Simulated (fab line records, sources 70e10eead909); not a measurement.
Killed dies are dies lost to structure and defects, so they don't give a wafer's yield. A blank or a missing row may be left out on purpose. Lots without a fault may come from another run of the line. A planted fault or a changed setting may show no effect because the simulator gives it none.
Chamber matching | flow nand_harc | NHARC_P_BONDPAD_ACTIVATE_29 on rie_diel-01: 4 sister chambers
The step chemistry N2, time 60 s. 4 wafers are shown with their chamber, then 12 later ones without.

WAFERS WITH THEIR CHAMBER
wafer  | chamber | drypump_motor_current_A (A)
L091.5 | 0       | 5.8
L092.1 | 1       | 6.6
L092.3 | 2       | 6.0
L092.6 | 3       | 4.7

WAFERS WITHOUT THEIR CHAMBER
wafer  | drypump_motor_current_A (A)
L093.1 | 5.8
L093.2 | 6.6
L093.6 | 4.7
L094.2 | 6.1
L094.3 | 6.6
L094.6 | 4.7
L096.1 | 5.9
L096.2 | 6.1
L096.3 | 4.7
L097.1 | 5.8
L097.5 | 6.1
L097.6 | 4.7

WHICH CHAMBER EACH WENT THROUGH
wafer  | from the rows above     | in truth
L093.1 | 0                       | 0
L093.2 | 1                       | 1
L093.6 | 3                       | 3
L094.2 | 2                       | 2
L094.3 | 1                       | 1
L094.6 | 3                       | 3
L096.1 | can't be placed: 2 or 0 | 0
L096.2 | 2                       | 2
L096.3 | 3                       | 3
L097.1 | 0                       | 0
L097.5 | 2                       | 2
L097.6 | 3                       | 3
Placed correctly: 11 of 12. Can't be placed from these rows: 1 (the true chamber is among the candidates in 1). Placed wrongly: 0.
How it was worked out, from the rows above alone: a wafer's distance from a chamber is the root of the sum, over the readings, of the square of ((its reading less the chamber's mean) divided by the reading's scatter). The wafer belongs to the nearest chamber; if the next one is less than 2 further off, it can't be placed. A chamber's mean is the mean of its shown wafers. The scatter: with one shown wafer a chamber, the root of the mean of the squares of how far each hidden wafer lies from its nearest shown one.
